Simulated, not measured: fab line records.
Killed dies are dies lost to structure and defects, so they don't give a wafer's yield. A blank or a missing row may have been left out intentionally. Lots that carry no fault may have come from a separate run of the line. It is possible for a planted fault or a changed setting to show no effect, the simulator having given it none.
A lot that was struck, set against a sound lot / flow n5Finfet / 16 steps out of a route of 1938
Sound: these wafers, L666.1, L666.5, L666.6. Struck: wafer L680.3 (L680.1, L680.2, from the same lot, were not struck and are left out); the cause is given at the end.
Each step with rows lists, per side, the tool, then ch with its chambers, then its first start. Under that, the readings that differ: sound wafers / struck wafers / difference of the means / sigmas: that difference in standard deviations of wafers without a fault.
alike: readings with means less than 2 such deviations apart, plus words and numbers identical on both sides. not compared: withheld readings, readings lacking a value on some wafer, bounds such as >300 that could conceal the same value, and numbers that have no deviation in the record and whose values overlap.
The two part at a step that has a row with sigmas, a row that says differs or no value, or rows on one side only. Non-overlapping numbers with no deviation appear without sigmas and do not part them. Lack of a reading on every wafer of one side parts them only where that side has two or more wafers.

N5_BEOL_M0_SAQP_INSPECT_16: inspects for defects (brightfield).
  sound: defectInspect-02 at day 6 00:15; struck: defectInspect-01 at day 9 11:02
  alike: rawDefectCount
then, 1 step without rows for these wafers: N5_BEOL_M0_SAQP_DESCUM_19 (chemistry O2, time 7.9 s).
N5_BEOL_M0_SAQP_ETCH_83: etches SiARC in CF4, target depth 39 nm, time 65 s.
  sound on rieDiel-03 ch 2,3, day 6 00:19; struck on rieDiel-04 ch 1, day 9 11:07
  alike: drypumpMotorCurrentA, etchRfOnTimeS, oesProductAu, rfVppV, showerheadPlenumPTorr, throttleValvePct
  not compared: rfHoursCounterH
then, 2 steps without rows for these wafers: N5_BEOL_M0_SAQP_ETCH_84 (etches SOC in N2/H2, target depth 100 nm, overetch 20 nm, time 150 s); N5_BEOL_M0_SAQP_STRIP_80 (strips in N2/H2).
N5_BEOL_M0_SAQP_HM_OPEN_112: chemistry CHF3/O2, target SiO2, stops on a-Si, target depth 12 nm, time 13.5 s.
  sound on rieDiel-03 ch 2,3, day 6 00:29; struck on rieDiel-04 ch 1, day 9 11:16
  alike: drypumpMotorCurrentA, oesProductAu, rfVppV, showerheadPlenumPTorr, throttleValvePct
  not compared: rfHoursCounterH
then, 1 step without rows for these wafers: N5_BEOL_M0_SAQP_STRIP_113 (strips in CHF3/O2).
N5_BEOL_M0_SAQP_MANDREL_ETCH_20: etches a-Si in HBr/Cl2, stops on SiNx, target depth 60 nm, bt time 10 s, time 30 s.
  sound on rieSi-01 ch 0,1,3, day 6 00:34; struck on rieSi-06 ch 3, day 9 11:21
  alike: HBr_flow_sccm, drypumpMotorCurrentA, oesProductAu, throttleValvePct
  not compared: rfHoursCounterH
N5_BEOL_M0_SAQP_STRIP_86: strips in N2/H2.
  sound on rieDiel-03 ch 1,2,3, day 6 00:40; struck on rieDiel-04 ch 0, day 9 11:26
reading=showerheadPlenumPTorr (Torr); sound=3.31 3.48 3.57; struck=3.19; difference=-0.26; sigmas=-2
  alike: biasPowerW, drypumpMotorCurrentA, oesProductAu, rfVppV, throttleValvePct
  not compared: rfHoursCounterH
then, 3 steps without rows for these wafers: N5_BEOL_M0_SAQP_STRIP_115 (strips in post etch residue remover, time 60 s); N5_BEOL_M0_SAQP_SRD_93 (time 30 s); N5_BEOL_M0_SAQP_RECESS_114 (chemistry HF/NH3, target SiO2, target depth 14.4 nm, afs cycles 3, sublimation time 60 s).
N5_BEOL_M0_SAQP_SPACER1_ALD_98: deposits SiO2, target thk 12.8 nm, pulse time 1 s, purge time 2 s.
  sound on aldSin-02 ch 0,3, day 6 01:11; struck on aldSin-03 ch 1, day 9 11:58
reading=susceptorTempC (C); sound=300.14 300.23 299.56; struck=295.03; difference=-4.95; sigmas=-27
  alike: heaterPowerW, precursorPulseHeightRel
N5_BEOL_M0_SAQP_SPACER1_ETCHBACK_99: etches SiO2 in CHF3/O2, target depth 15.4 nm, time 7.7 s.
  sound on rieDiel-05 ch 0,1,2, day 6 01:39; struck on rieDiel-04 ch 0, day 9 12:26
  alike: drypumpMotorCurrentA, oesProductAu, rfVppV, showerheadPlenumPTorr, throttleValvePct
  not compared: rfHoursCounterH
-- a jump in the record: the struck wafers' starts before and after are 2 days apart (it breaks off in module BEOL_M0_SAQP and resumes in module BEOL_M4, where the first step shown is number 1111 of the route) --
N5_BEOL_M4_RC_MEAS_101:
  sound on prober-01 ch 0, day 8 06:11; struck on prober-01 ch 0, day 11 15:01
  alike: DIBL_N, DIBL_P, IOFF_N, IOFF_P, ION_N, ION_P, SS_N, SS_P, VT_N, VT_P
then, 1 step without rows for these wafers: N5_PASSIVATION_PROBE_49.

WHERE THEY PART
At N5_BEOL_M0_SAQP_STRIP_86 first; at N5_BEOL_M0_SAQP_SPACER1_ALD_98 last (within this record only). Later steps at which nothing parts them and some readings are alike: N5_BEOL_M0_SAQP_SPACER1_ETCHBACK_99, N5_BEOL_M4_RC_MEAS_101.

WHY: what the simulator had put in
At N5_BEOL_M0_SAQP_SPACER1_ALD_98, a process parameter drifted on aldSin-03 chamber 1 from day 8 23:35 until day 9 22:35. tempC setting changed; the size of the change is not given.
